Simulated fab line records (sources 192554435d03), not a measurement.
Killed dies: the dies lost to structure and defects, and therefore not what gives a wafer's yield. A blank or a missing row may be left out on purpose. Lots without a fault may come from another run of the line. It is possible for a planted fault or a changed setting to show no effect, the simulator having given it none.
Which of the tools did it? / flow n5_finfet / Sampling: 10 lots, 28 wafers, 4 of 1938 route steps

== WHAT THE GAUGES READ, wafer by wafer ==
N5_BEOL_M4_RC_MEAS_101. Usual: DIBL_N 36.5 mV/V, standard deviation 2.2; DIBL_P 36.9 mV/V, standard deviation 2.9; IOFF_N 0.17 nA/um, standard deviation 0.044; IOFF_P 0.22 nA/um, standard deviation 0.052; ION_N 671 uA/um, standard deviation 16; ION_P 461 uA/um, standard deviation 10; SS_N 71.6 mV/dec, standard deviation 0.73; SS_P 73.5 mV/dec, standard deviation 0.79; VT_N 250 mV, standard deviation 4.1; VT_P -250 mV, standard deviation 4.1.
lot=L887; measured=day 9 17:33; on=prober-02; DIBL_N (mV/V)=35.4 36.6 31.5; DIBL_P (mV/V)=33.8 36.8 31.6; IOFF_N (nA/um)=0.14 0.15 0.09; IOFF_P (nA/um)=0.16 0.21 0.14; ION_N (uA/um)=645 653 640; ION_P (uA/um)=443 449 446; SS_N (mV/dec)=71.9 72.1 70.9; SS_P (mV/dec)=72.2 73.5 71.8; VT_N (mV)=251 252 257; VT_P (mV)=-253 -249 -253; flag=
lot=L892; measured=day 10 18:16; on=prober-01; DIBL_N (mV/V)=38.5 42.5 39.5; DIBL_P (mV/V)=37.3 43.5 39.5; IOFF_N (nA/um)=0.19 0.31 0.23; IOFF_P (nA/um)=0.25 0.40 0.30; ION_N (uA/um)=694 705 695; ION_P (uA/um)=466 483 477; SS_N (mV/dec)=72.3 72.5 72.6; SS_P (mV/dec)=73.6 75.3 73.9; VT_N (mV)=247 241 247; VT_P (mV)=-248 -241 -245; flag=
lot=L894; measured=day 11 20:53; on=prober-01; DIBL_N (mV/V)=33.4 38.8 36.5; DIBL_P (mV/V)=32.6 38.4 35.0; IOFF_N (nA/um)=0.11 0.19 0.14; IOFF_P (nA/um)=0.14 0.21 0.17; ION_N (uA/um)=661 669 657; ION_P (uA/um)=448 446 454; SS_N (mV/dec)=70.1 72.4 71.5; SS_P (mV/dec)=73.1 73.8 72.4; VT_N (mV)=256 251 254; VT_P (mV)=-258 -252 -255; flag=
lot=L896; measured=day 12 01:53; on=prober-02; DIBL_N (mV/V)=35.8 38.2 36.5; DIBL_P (mV/V)=35.7 39.1 37.2; IOFF_N (nA/um)=0.16 0.18 0.17; IOFF_P (nA/um)=0.19 0.24 0.22; ION_N (uA/um)=689 670 680; ION_P (uA/um)=471 456 466; SS_N (mV/dec)=71.6 71.8 71.3; SS_P (mV/dec)=73.1 73.7 73.1; VT_N (mV)=247 248 249; VT_P (mV)=-249 -249 -251; flag=
lot=L897; measured=day 12 04:34; on=prober-02; DIBL_N (mV/V)=37.9 35.5 36.0; DIBL_P (mV/V)=38.3 35.7 36.9; IOFF_N (nA/um)=0.17 0.13 0.14; IOFF_P (nA/um)=0.21 0.18 0.20; ION_N (uA/um)=665 670 668; ION_P (uA/um)=449 458 454; SS_N (mV/dec)=72.2 71.1 71.4; SS_P (mV/dec)=73.9 73.5 73.4; VT_N (mV)=251 252 254; VT_P (mV)=-253 -253 -252; flag=
lot=L899; measured=day 12 22:58; on=prober-02; DIBL_N (mV/V)=38.1 38.3 37.2; DIBL_P (mV/V)=37.6 38.7 37.2; IOFF_N (nA/um)=0.21 0.21 0.20; IOFF_P (nA/um)=0.26 0.26 0.24; ION_N (uA/um)=680 685 688; ION_P (uA/um)=465 468 465; SS_N (mV/dec)=71.9 72.3 71.7; SS_P (mV/dec)=73.6 74.0 73.9; VT_N (mV)=245 244 246; VT_P (mV)=-246 -249 -249; flag=
lot=L900; measured=day 13 02:46; on=prober-02; DIBL_N (mV/V)=34.6 38.4 37.3; DIBL_P (mV/V)=35.2 41.1 39.9; IOFF_N (nA/um)=0.13 0.23 0.18; IOFF_P (nA/um)=0.19 0.30 0.30; ION_N (uA/um)=662 700 656; ION_P (uA/um)=461 477 459; SS_N (mV/dec)=71.6 71.5 71.9; SS_P (mV/dec)=72.9 74.3 74.1; VT_N (mV)=252 240 248; VT_P (mV)=-250 -246 -244; flag=
lot=L898; measured=day 13 03:30; on=prober-01; DIBL_N (mV/V)=38.2 37.5; DIBL_P (mV/V)=39.8 38.9; IOFF_N (nA/um)=0.20 0.18; IOFF_P (nA/um)=0.25 0.24; ION_N (uA/um)=684 670; ION_P (uA/um)=468 459; SS_N (mV/dec)=72.4 72.2; SS_P (mV/dec)=73.7 73.6; VT_N (mV)=249 249; VT_P (mV)=-249 -251; flag=
lot=L905; measured=day 14 05:49; on=prober-01; DIBL_N (mV/V)=35.3 38.1 37.8; DIBL_P (mV/V)=35.5 38.7 39.4; IOFF_N (nA/um)=0.14 0.18 0.17; IOFF_P (nA/um)=0.18 0.23 0.25; ION_N (uA/um)=666 674 668; ION_P (uA/um)=461 463 461; SS_N (mV/dec)=70.9 71.7 71.4; SS_P (mV/dec)=73.1 74.3 74.4; VT_N (mV)=250 247 248; VT_P (mV)=-252 -249 -252; flag=
lot=L906; measured=day 15 04:48; on=prober-01; DIBL_N (mV/V)=40.2 42.3; DIBL_P (mV/V)=42.9 44.0; IOFF_N (nA/um)=0.23 0.28; IOFF_P (nA/um)=0.29 0.33; ION_N (uA/um)=669 702; ION_P (uA/um)=456 471; SS_N (mV/dec)=72.3 73.4; SS_P (mV/dec)=74.7 75.0; VT_N (mV)=248 242; VT_P (mV)=-247 -243; flag=

N5_BEOL_M14_CD_MEAS_28: the cd target is 284.4 nm. Usual: cd_nm at 283.9 nm, with a standard deviation of 2.6.
lot=L887; measured=day 13 05:20; on=cd_sem-02; cd_nm (nm)=283.7 280.7 285.2; flag=
lot=L892; measured=day 14 05:25; on=cd_sem-02; cd_nm (nm)=289.9 288.2 285.9; flag=
lot=L894; measured=day 15 14:40; on=cd_sem-02; cd_nm (nm)=285.5 285.0 284.0; flag=
lot=L896; measured=day 15 20:35; on=cd_sem-03; cd_nm (nm)=283.0 281.3 282.1; flag=
lot=L897; measured=day 15 13:28; on=cd_sem-02; cd_nm (nm)=279.7 281.3 282.5; flag=
lot=L899; measured=day 16 04:04; on=cd_sem-03; cd_nm (nm)=287.6 286.2 286.8; flag=
lot=L900; measured=day 16 12:45; on=cd_sem-01; cd_nm (nm)=287.6 287.9 284.8; flag=
lot=L898; measured=day 16 20:16; on=cd_sem-02; cd_nm (nm)=282.7 279.2; flag=
lot=L905; measured=day 17 19:34; on=cd_sem-02; cd_nm (nm)=282.0 282.2 281.3; flag=
lot=L906; measured=day 18 14:04; on=cd_sem-03; cd_nm (nm)=282.5 281.3; flag=

N5_BEOL_M14_OCD_MEAS_35. Usual: trench_depth_nm at 554 nm, with a standard deviation of 18.
lot=L887; measured=day 13 06:05; on=ocd-01; trench_depth_nm (nm)=568 564 566; flag=
lot=L892; measured=day 14 06:07; on=ocd-02; trench_depth_nm (nm)=547 574 571; flag=
lot=L894; measured=day 15 15:22; on=ocd-01; trench_depth_nm (nm)=575 553 542; flag=
lot=L896; measured=day 15 21:17; on=ocd-02; trench_depth_nm (nm)=516 563 512; flag=
lot=L897; measured=day 15 14:16; on=ocd-02; trench_depth_nm (nm)=538 571 535; flag=
lot=L899; measured=day 16 04:46; on=ocd-01; trench_depth_nm (nm)=551 576 574; flag=
lot=L900; measured=day 16 13:27; on=ocd-02; trench_depth_nm (nm)=565 570 543; flag=
lot=L898; measured=day 16 20:58; on=ocd-02; trench_depth_nm (nm)=575 532; flag=
lot=L905; measured=day 17 20:47; on=ocd-01; trench_depth_nm (nm)=533 562 533; flag=
lot=L906; measured=day 18 14:45; on=ocd-01; trench_depth_nm (nm)=567 567; flag=

== WHAT TOOL EACH LOT RAN ON (gives the tool, then ch and the chambers of the sampled wafers, and finally the start) ==
lot=L887; N5_BEOL_M14_TRENCH_ETCH_34=rie_diel-06 ch 1,2, day 13 05:55
lot=L892; N5_BEOL_M14_TRENCH_ETCH_34=rie_diel-06 ch 1,3, day 14 05:58
lot=L894; N5_BEOL_M14_TRENCH_ETCH_34=rie_diel-02 ch 0,1,3, day 15 15:13
lot=L896; N5_BEOL_M14_TRENCH_ETCH_34=rie_diel-05 ch 0,1, day 15 21:07
lot=L897; N5_BEOL_M14_TRENCH_ETCH_34=rie_diel-02 ch 0,3, day 15 14:07
lot=L899; N5_BEOL_M14_TRENCH_ETCH_34=rie_diel-02 ch 1,3, day 16 04:37
lot=L900; N5_BEOL_M14_TRENCH_ETCH_34=rie_diel-06 ch 0,1,2, day 16 13:17
lot=L898; N5_BEOL_M14_TRENCH_ETCH_34=rie_diel-02 ch 0,3, day 16 20:49
lot=L905; N5_BEOL_M14_TRENCH_ETCH_34=rie_diel-06 ch 2,3, day 17 20:38
lot=L906; N5_BEOL_M14_TRENCH_ETCH_34=rie_diel-06 ch 1,2, day 18 14:39
- N5_BEOL_M14_TRENCH_ETCH_34: etches SiO2 in C4F8/O2/Ar, target depth 556.65 nm, time 126.9 s.

== AS READ BY THE TOOLS THEMSELVES (means over the sampled wafers that have a number; for cases with no such wafer, the mark the record gives instead) ==
N5_BEOL_M14_TRENCH_ETCH_34. Usual: for drypump_motor_current_A, 5.6 A with a standard deviation of 0.55; for mfc_ar_sccm, 400.2 sccm with a standard deviation of 1.2; for oes_f_703_au, 0.79 a.u. with a standard deviation of 0.087; for oes_product_au, 0.79 a.u. with a standard deviation of 0.086; for rf_vpp_V, 2199 V with a standard deviation of 49; for showerhead_plenum_p_Torr, 3.43 Torr with a standard deviation of 0.075; for throttle_valve_pct, 30.9 % with a standard deviation of 0.31.
lot=L887; tool=rie_diel-06; drypump_motor_current_A (A)=5.7; mfc_ar_sccm (sccm)=401.3; oes_f_703_au (a.u.)=0.85; oes_product_au (a.u.)=0.85; rf_vpp_V (V)=2236; showerhead_plenum_p_Torr (Torr)=3.45; throttle_valve_pct (%)=30.6; flag=
lot=L892; tool=rie_diel-06; drypump_motor_current_A (A)=5.9; mfc_ar_sccm (sccm)=401.5; oes_f_703_au (a.u.)=0.78; oes_product_au (a.u.)=0.80; rf_vpp_V (V)=2230; showerhead_plenum_p_Torr (Torr)=3.41; throttle_valve_pct (%)=30.5; flag=
lot=L894; tool=rie_diel-02; drypump_motor_current_A (A)=5.8; mfc_ar_sccm (sccm)=399.9; oes_f_703_au (a.u.)=0.83; oes_product_au (a.u.)=0.82; rf_vpp_V (V)=2207; showerhead_plenum_p_Torr (Torr)=3.47; throttle_valve_pct (%)=31.3; flag=
lot=L896; tool=rie_diel-05; drypump_motor_current_A (A)=5.4; mfc_ar_sccm (sccm)=398.7; oes_f_703_au (a.u.)=0.65; oes_product_au (a.u.)=0.67; rf_vpp_V (V)=2167; showerhead_plenum_p_Torr (Torr)=3.39; throttle_valve_pct (%)=30.8; flag=
lot=L897; tool=rie_diel-02; drypump_motor_current_A (A)=5.9; mfc_ar_sccm (sccm)=399.6; oes_f_703_au (a.u.)=0.88; oes_product_au (a.u.)=0.87; rf_vpp_V (V)=2225; showerhead_plenum_p_Torr (Torr)=3.50; throttle_valve_pct (%)=31.3; flag=
lot=L899; tool=rie_diel-02; drypump_motor_current_A (A)=5.4; mfc_ar_sccm (sccm)=399.7; oes_f_703_au (a.u.)=0.82; oes_product_au (a.u.)=0.80; rf_vpp_V (V)=2159; showerhead_plenum_p_Torr (Torr)=3.45; throttle_valve_pct (%)=31.2; flag=
lot=L900; tool=rie_diel-06; drypump_motor_current_A (A)=5.7; mfc_ar_sccm (sccm)=398.6; oes_f_703_au (a.u.)=0.76; oes_product_au (a.u.)=0.77; rf_vpp_V (V)=2206; showerhead_plenum_p_Torr (Torr)=3.47; throttle_valve_pct (%)=30.9; flag=
lot=L898; tool=rie_diel-02; drypump_motor_current_A (A)=5.8; mfc_ar_sccm (sccm)=400.5; oes_f_703_au (a.u.)=0.86; oes_product_au (a.u.)=0.84; rf_vpp_V (V)=2200; showerhead_plenum_p_Torr (Torr)=3.49; throttle_valve_pct (%)=31.2; flag=
lot=L905; tool=rie_diel-06; drypump_motor_current_A (A)=5.0; mfc_ar_sccm (sccm)=401.2; oes_f_703_au (a.u.)=0.78; oes_product_au (a.u.)=0.79; rf_vpp_V (V)=2242; showerhead_plenum_p_Torr (Torr)=3.36; throttle_valve_pct (%)=30.5; flag=
lot=L906; tool=rie_diel-06; drypump_motor_current_A (A)=6.0; mfc_ar_sccm (sccm)=400.8; oes_f_703_au (a.u.)=0.78; oes_product_au (a.u.)=0.78; rf_vpp_V (V)=2231; showerhead_plenum_p_Torr (Torr)=3.43; throttle_valve_pct (%)=30.7; flag=

== THE ANSWER, worked out from the rows above alone ==
Rule: a lot counts as off when the mean over its wafers that have a number is more than 3 standard deviations away from the usual mean. Also off: a lot with no number at a reading for which 4 or more lots have one. Where the step has rows for the other lots, those lots are counted as sound. After the gauges, taken in route order, come the tools' own readings; for these a lot's mean is taken, as printed above. At the first step where some lot is off, the reading lying furthest off is the one used; lots without a number count as furthest.
No lot is off on any of the readings shown, so nothing can be concluded from this.

== WHAT HAD BEEN PUT IN BY THE SIMULATOR ==
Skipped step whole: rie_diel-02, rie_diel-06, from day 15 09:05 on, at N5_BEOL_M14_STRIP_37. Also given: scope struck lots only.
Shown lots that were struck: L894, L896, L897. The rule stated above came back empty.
